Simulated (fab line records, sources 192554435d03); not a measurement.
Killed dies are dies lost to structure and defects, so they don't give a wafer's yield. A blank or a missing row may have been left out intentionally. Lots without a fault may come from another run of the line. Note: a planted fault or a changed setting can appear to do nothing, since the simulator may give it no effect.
A single fault, viewed from 3 desks / flow n5 finfet / every desk sees just its own numbers, and what lay behind them comes last

AT THE METROLOGY DESK
Lot by lot, what the gauges showed, no matter which tool ran the lot: averages of those sampled wafers that carry a number. Any lot whose mean is over 4 standard deviations away from the usual mean is out of limits and marked OUT; that distance is given in the brackets. Shown here are 7 of its 28 readings, the ones lying furthest out on some lot.
Columns: A = COMB_M13 at N5_BEOL_M15_RC_MEAS_101, usual 4.6e-12 S/m; B = COMB_M15 at N5_BEOL_M15_RC_MEAS_101, usual 2.2e-12 S/m; C = COMB_M15_max_site at N5_BEOL_M15_RC_MEAS_101, usual 3.4e-12 S/m; D = COMB_M5 at N5_BEOL_M15_RC_MEAS_101, usual 3.5e-11 S/m; E = COMB_M8 at N5_BEOL_M15_RC_MEAS_101, usual 2.5e-11 S/m; F = SERP_M10_max_site at N5_BEOL_M15_RC_MEAS_101, usual 3.19 ohm/um; G = SERP_M5 at N5_BEOL_M15_RC_MEAS_101, usual 39.9 ohm/um
lot=L450; first seen here=day 11 04:08; A=6.2e-12; B=1.6e-12; C=2.6e-12; D=2.6e-11; E=1.8e-11; F=3.24; G=40.9
lot=L455; first seen here=day 12 19:25; A=4.5e-12; B=1.8e-12; C=2.6e-12; D=3.0e-11; E=2.3e-11; F=3.08; G=37.9
lot=L463; first seen here=day 14 16:36; A=4.0e-12; B=1.1e-12; C=2.0e-12; D=3.2e-11; E=3.5e-11; F=3.11; G=40.2
lot=L469; first seen here=day 16 02:14; A=4.3e-12; B=2.0e-12; C=3.4e-12; D=3.0e-11; E=2.9e-11; F=3.09; G=38.1
lot=L467; first seen here=day 16 05:23; A=4.4e-12; B=2.6e-12; C=4.1e-12; D=3.6e-11; E=2.5e-11; F=3.32; G=42.5
lot=L473; first seen here=day 17 07:45; A=5.4e-12; B=2.3e-12; C=3.1e-12; D=4.8e-11; E=2.0e-11; F=3.24; G=38.2
This desk's finding: nothing out of limits on any of the 6 lots.

THE DEFECT DESK
Lot by lot, what the route's inspections counted, given as the mean of those sampled wafers with a number. Any lot whose mean is over 4 standard deviations away from the usual mean is out of limits and marked OUT; that distance is given in the brackets.
Columns: A = raw defect count at N5_BEOL_M15_INSPECT_55, usual 81
lot=L450; first seen here=day 11 04:17; A=89
lot=L455; first seen here=day 12 19:34; A=70
lot=L463; first seen here=day 14 16:45; A=101
lot=L469; first seen here=day 16 02:23; A=93
lot=L467; first seen here=day 16 05:32; A=76
lot=L473; first seen here=day 17 07:55; A=66
This desk's finding: nothing out of limits on any of the 6 lots.

DESK OF THE TOOL OWNER: ald hk-01
The tool's own readings at N5_MIM_TOP_ALD_01 (deposits HfO2, target thk 5.6 nm, pulse time 1 s, purge time 3 s): means of the sampled wafers that have a number, for each lot that ran on this tool. Any lot whose mean is over 4 standard deviations away from the usual mean is out of limits and marked OUT; that distance is given in the brackets.
Columns: A = precursor pulse height rel at N5_MIM_TOP_ALD_01, usual 1.000
lot=L455; first seen here=day 12 21:00; A=1.012
lot=L469; first seen here=day 16 04:00; A=1.015
lot=L467; first seen here=day 16 09:00; A=0.999
This desk's finding: nothing out of limits on any of the 3 lots.

BROUGHT TOGETHER
From the metrology desk's view, nothing was out of limits.
The defect desk saw nothing out of limits.
Nothing out of limits was seen by the tool owner's desk.

WHAT THE SIMULATOR HAD INSERTED
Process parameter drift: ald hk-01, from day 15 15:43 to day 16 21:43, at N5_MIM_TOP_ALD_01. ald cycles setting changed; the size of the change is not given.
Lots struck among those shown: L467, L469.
